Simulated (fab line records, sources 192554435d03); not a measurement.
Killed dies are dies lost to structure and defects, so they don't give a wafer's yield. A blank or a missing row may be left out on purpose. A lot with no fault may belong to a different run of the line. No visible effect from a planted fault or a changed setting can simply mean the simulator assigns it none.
A struck lot beside a sound one || flow n5Finfet || 40 steps out of a route of 1938
Sound: wafers L960.1, L960.4, L960.5. Struck: wafer L957.2. (L957.1 of the same lot was not struck and is left out.) The cause comes at the end.
Order at every step that has rows: each side's tool, ch and its chambers, its first start. Under that, the readings that differ: sound wafers || struck wafers || difference of the means || sigmas: that difference in standard deviations of wafers without a fault.
alike: a reading whose means differ by less than 2 such deviations, as well as words and numbers matching on both sides. not compared: withheld readings; readings where some wafer has no value; bounds like >300 that might hide an equal value; numbers whose values overlap and for which the record gives no deviation.
A row with sigmas, a row that says differs or no value, or rows on one side alone: a step with any of these is where the two part. Numbers that don't overlap but have no deviation are shown without sigmas and don't part them. A reading that every wafer of one side lacks parts them only if that side has two wafers or more.

first, 9 steps without rows for these wafers: N5_BEOL_M4_ANNEAL_95 (time 240 s); N5_BEOL_M4_SPUTTER_96 (material Cu, target thk 4.5 nm, time 8.29 s); N5_BEOL_M4_ECD_50 (material Cu, target thk 300 nm); N5_BEOL_M4_ANNEAL_51 (time 90 s); N5_BEOL_M4_CMP_52 (polishes, stops on SiOC, t overpolish 6.8 s, target thk 40 nm); N5_BEOL_M4_PRE_CLEAN_60 (time 15 s); N5_BEOL_M4_CO_CAP_55 (material Co, precursor CCTBA/H2, target thk 2 nm, time 102.1 s); N5_BEOL_M4_PRE_CLEAN_56 (time 15 s); N5_BEOL_M4_DEP_57 (deposits SiCN from 3MS/NH3, target thk 8 nm, time 14 s).
N5_BEOL_M4_RC_MEAS_101:
  sound on prober-01 ch 0, day 12 02:20; struck on prober-01 ch 0, day 11 08:21
  alike: DIBL_N, DIBL_P, IOFF_N, IOFF_P, ION_N, ION_P, SS_N, SS_P, VT_N, VT_P
then, 24 steps without rows for these wafers: N5_BEOL_M5_ILD_DEP_00 (deposits SiCOH lowk from DEMS/porogen, target thk 140.64 nm, time 25.9 s); N5_BEOL_M5_CURE_79 (cures SiCOH lowk, time 240 s); N5_BEOL_M5_PECVD_70 (deposits SiO2 from TEOS/O2, target thk 16 nm, time 18 s); N5_BEOL_M5_HM_DEP_02 (deposits TiN, target thk 20 nm); N5_BEOL_M5_COAT_59 (time 60 s, resist thk 60 nm); N5_BEOL_M5_COAT_60 (time 60 s, resist thk 12 nm); N5_BEOL_M5_COAT_71 (time 60 s, resist thk 5 nm); N5_BEOL_M5_COAT_05 (resist thk 30 nm); N5_BEOL_M5_EBR_07; N5_BEOL_M5_SOFTBAKE_06 (time 60 s); N5_BEOL_M5_EXPOSE_08 (exposes mask M5, target cd 28 nm); N5_BEOL_M5_PEB_09 (peb time 60 s); N5_BEOL_M5_DEVELOP_10 (develop time 30 s); N5_BEOL_M5_DESCUM_16 (chemistry O2, time 7 s); N5_BEOL_M5_ETCH_72 (etches underlayer in N2/H2, target depth 6.5 nm, time 5.2 s); N5_BEOL_M5_ETCH_61 (etches SiARC in CF4, target depth 15.6 nm, time 26 s); N5_BEOL_M5_ETCH_62 (etches SOC in N2/H2, target depth 75 nm, overetch 15 nm, time 112.5 s); N5_BEOL_M5_STRIP_63 (strips in N2/H2); N5_BEOL_M5_STRIP_73 (strips in N2/H2); N5_BEOL_M5_STRIP_64 (strips in CF4); N5_BEOL_M5_HM_OPEN_17 (chemistry Cl2/BCl3, target TiN, target depth 20 nm, overetch 6 nm); N5_BEOL_M5_STRIP_19 (strips in O2); N5_BEOL_M5_COAT_65 (time 60 s, resist thk 60 nm); N5_BEOL_M5_COAT_66 (time 60 s, resist thk 12 nm).
N5_BEOL_M9_TRENCH_ETCH_37: etches SiCOH lowk in C4F6/O2, target depth 151.43 nm, time 49 s.
  sound on rieDiel-05 ch 1,3, day 13 18:49; struck on rieDiel-03 ch 1, day 13 06:01
{"reading": "throttleValvePct (%)", "sound": "20.26 20.60 20.60", "struck": 21.12, "difference": "+0.63", "sigmas": "+2"}
{"reading": "model.BEOL_M9.featureDepthNm (nm)", "sound": "153 147 148.8", "struck": 73.8, "difference": -75.8, "sigmas": ""}
{"reading": "model.etch.depthNm (nm)", "sound": "152.9 147 148.7", "struck": 73.78, "difference": -75.75, "sigmas": ""}
{"reading": "model.TiN_of_BEOL_M9_HM_DEP_02.thkNm (nm)", "sound": "15.6 15.8 15.6", "struck": 18, "difference": "+2", "sigmas": ""}
  alike: drypumpMotorCurrentA, oesProductAu, rfVppV, showerheadPlenumPTorr
  not compared: rfHoursCounterH
N5_BEOL_M9_OCD_MEAS_38:
  sound on ocd-02 at day 13 18:59; struck on ocd-02 at day 13 06:11
{"reading": "trenchDepthNm (nm)", "sound": "153 147 148", "struck": 74, "difference": -75, "sigmas": -23}
N5_BEOL_M9_CMP_52: polishes, stops on SiCOH lowk, t overpolish 7 s, target thk 140 nm.
  sound on cmp-04 ch 0,1,3, day 13 21:39; struck on cmp-04 ch 0, day 13 08:19
{"reading": "model.Cu_of_BEOL_M9_ECD_50.thkNm (nm)", "sound": "142.6 136 137.6", "struck": 62, "difference": -77, "sigmas": ""}
  alike: clearingPlatenRpm, edgeZonePressureFrac, motorCurrentA
N5_BEOL_M9_THK_MEAS_53: measures by xrf.
  sound on filmMetro-01 at day 13 21:57; struck on filmMetro-02 at day 13 08:37
{"reading": "M9_THK (nm)", "sound": "137 131 133", "struck": 61, "difference": -73, "sigmas": -22}
N5_BEOL_M9_RS_MEAS_57: a four-point-probe measurement.
  sound on filmMetro-02 at day 13 22:05; struck on filmMetro-02 at day 13 08:45
{"reading": "M9_RS (ohm/sq)", "sound": "0.148 0.155 0.154", "struck": 0.387, "difference": "+0.235", "sigmas": "+59"}
-- the record jumps here: 2 days lie between the struck wafers' starts before and after (it left off in module BEOL_M9 and takes up again in module PASSIVATION, whose first step shown is number 1936 of the route) --
N5_PASSIVATION_PROBE_49:
  sound on prober-02 at day 16 03:50; struck on prober-02 at day 15 17:49
{"reading": "defectLimitedYield (%)", "sound": "89.9 89.6 91.9", "struck": 0, "difference": -90, "sigmas": -57}
{"reading": "killed_at_M4_up", "sound": "17 14 6", "struck": 1096, "difference": "+1084", "sigmas": "+99 or more"}
{"reading": "killedDies", "sound": "119 123 96", "struck": 1180, "difference": "+1067", "sigmas": "+56"}
{"reading": "killedOnRim", "sound": "15 16 18", "struck": 152, "difference": "+136", "sigmas": "+34"}
{"reading": "sort_bin_5_function (%)", "sound": "5.4 5.8 4.7", "struck": 97.0, "difference": "+91.7", "sigmas": "+92"}
{"reading": "sortNPass", "sound": "1061 1057 1084", "struck": 0, "difference": -1067, "sigmas": -56}
  alike: killed_at_M0_to_M3, killedAtContacts, killedAtFrontEnd, killedAtOther, killedOpen, killedShort, sort_bin_6_memory
  not compared: sort_bin_8_speed

## WHERE THEY PART
First at N5_BEOL_M9_TRENCH_ETCH_37; last, within this record, at N5_PASSIVATION_PROBE_49.

WHY: what had been put in by the simulator
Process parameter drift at N5_BEOL_M9_TRENCH_ETCH_37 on rieDiel-03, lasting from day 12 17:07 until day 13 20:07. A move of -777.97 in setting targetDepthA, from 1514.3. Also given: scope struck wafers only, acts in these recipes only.
